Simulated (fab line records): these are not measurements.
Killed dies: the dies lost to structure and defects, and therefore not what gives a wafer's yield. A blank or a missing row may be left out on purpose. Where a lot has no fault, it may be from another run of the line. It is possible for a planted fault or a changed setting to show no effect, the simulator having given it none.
Chamber matching    flow n5_finfet    3 sister chambers for N5_BEOL_M3_DEP_57 on pecvd-04
The step deposits SiCN from 3MS/NH3, target thk 8 nm, time 14 s. 3 wafers are shown with their chamber, then 12 later ones without.

== EACH WAFER AND ITS CHAMBER ==
wafer   chamber  showerhead_plenum_p_Torr (Torr)
L087.4  1        3.637
L087.5  0        3.690
L087.6  2        3.666

== WAFERS WITH NO CHAMBER GIVEN ==
wafer   showerhead_plenum_p_Torr (Torr)
L089.1  3.678
L089.2  3.651
L089.3  3.677
L089.4  3.691
L089.5  3.638
L089.6  3.683
L090.1  3.686
L090.2  3.641
L090.6  3.690
L097.2  3.671
L097.3  3.643
L097.6  3.642

== WHICH CHAMBER EACH WENT THROUGH ==
wafer   from the rows above      in truth
L089.1  can't be placed: 0 or 2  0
L089.2  can't be placed: 1 or 2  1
L089.3  can't be placed: 2 or 0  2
L089.4  0                        0
L089.5  1                        1
L089.6  can't be placed: 0 or 2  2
L090.1  0                        0
L090.2  1                        1
L090.6  0                        0
L097.2  can't be placed: 2 or 0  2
L097.3  1                        1
L097.6  1                        1
Correct placement for 7 of the 12. Unplaceable from these rows: 5, with the true chamber sitting among the candidates in 5. Wrongly placed: 0.
How it was worked out, from the rows above alone: a wafer's distance from a chamber is the root of the sum, over the readings, of the square of ((its reading less the chamber's mean) divided by the reading's scatter). If the next closest chamber is less than 2 further off than the closest, the wafer can't be placed; otherwise it belongs to the closest. The mean given for a chamber averages the wafers shown for that chamber. The scatter (one wafer shown for each chamber): square how far every hidden wafer sits from the nearest shown wafer, average those squares and take the square root.
